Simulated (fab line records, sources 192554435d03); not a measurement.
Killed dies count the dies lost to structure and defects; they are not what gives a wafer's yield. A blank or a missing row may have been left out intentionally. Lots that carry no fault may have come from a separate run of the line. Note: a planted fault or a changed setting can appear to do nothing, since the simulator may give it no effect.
A single fault, viewed from 2 desks    flow n5-finfet    each desk holds nothing but its own numbers, with what lay behind them at the end

== DESK OF THE TOOL OWNER: rie-diel-04 ==
The tool's own readings at N5_MOL_CONTACT_COAG_ETCH_48 (etches SiOC in C4F6/O2, target depth 15 nm, overetch 4.5 nm, time 17 s): means of the sampled wafers that have a number, for each lot that ran on this tool. If a lot's mean is further than 4 standard deviations from the usual mean, the lot is out of limits and carries the mark OUT (the distance appears in the brackets).
Columns: A = drypump-motor-current-A at N5_MOL_CONTACT_COAG_ETCH_48, usual 5.8 A; B = oes_o_777_au at N5_MOL_CONTACT_COAG_ETCH_48, usual 0.81 a.u.; C = oes-product-au at N5_MOL_CONTACT_COAG_ETCH_48, usual 0.68 a.u.; D = rf-vpp-V at N5_MOL_CONTACT_COAG_ETCH_48, usual 1597 V; E = showerhead-plenum-p-Torr at N5_MOL_CONTACT_COAG_ETCH_48, usual 2.87 Torr; F = throttle-valve-pct at N5_MOL_CONTACT_COAG_ETCH_48, usual 40.4 %
lot   first seen here  A    B     C     D     E     F
L670  day 7 21:37      5.8  0.86  0.71  1600  2.88  40.7
L674  day 8 19:32      5.7  0.86  0.71  1609  2.88  40.5
This desk found nothing out of limits on any of the 2 lots.

== AT THE METROLOGY DESK ==
What the gauges read for every lot (on any tool): the sampled wafers with a number, averaged. If a lot's mean is further than 4 standard deviations from the usual mean, the lot is out of limits and carries the mark OUT (the distance appears in the brackets). Of its 10 readings 7 are shown: those that lie furthest out on some lot.
Columns: A = DIBL_P at N5_BEOL_M4_RC_MEAS_101, usual 36.2 mV/V; B = IOFF_N at N5_BEOL_M4_RC_MEAS_101, usual 0.160 nA/um; C = ION_N at N5_BEOL_M4_RC_MEAS_101, usual 676 uA/um; D = ION_P at N5_BEOL_M4_RC_MEAS_101, usual 463 uA/um; E = SS_N at N5_BEOL_M4_RC_MEAS_101, usual 71.4 mV/dec; F = VT_N at N5_BEOL_M4_RC_MEAS_101, usual 249.3 mV; G = VT_P at N5_BEOL_M4_RC_MEAS_101, usual -250.1 mV
lot   first seen here  A     B      C    D    E     F      G
L665  day 9 00:53      37.6  0.169  688  461  72.1  251.5  -252.8
L670  day 11 05:05     35.8  0.146  673  462  71.1  250.4  -249.4
L674  day 11 09:48     35.9  0.184  683  471  71.6  244.9  -246.2
L673  day 11 21:01     35.4  0.153  678  468  71.1  251.6  -249.9
L679  day 12 12:16     34.4  0.151  678  460  71.0  248.6  -252.9
This desk found nothing out of limits on any of the 5 lots.

== ALL TOGETHER ==
The tool owner's desk saw nothing out of limits.
The metrology desk saw nothing out of limits.

== WHAT THE SIMULATOR PUT IN ==
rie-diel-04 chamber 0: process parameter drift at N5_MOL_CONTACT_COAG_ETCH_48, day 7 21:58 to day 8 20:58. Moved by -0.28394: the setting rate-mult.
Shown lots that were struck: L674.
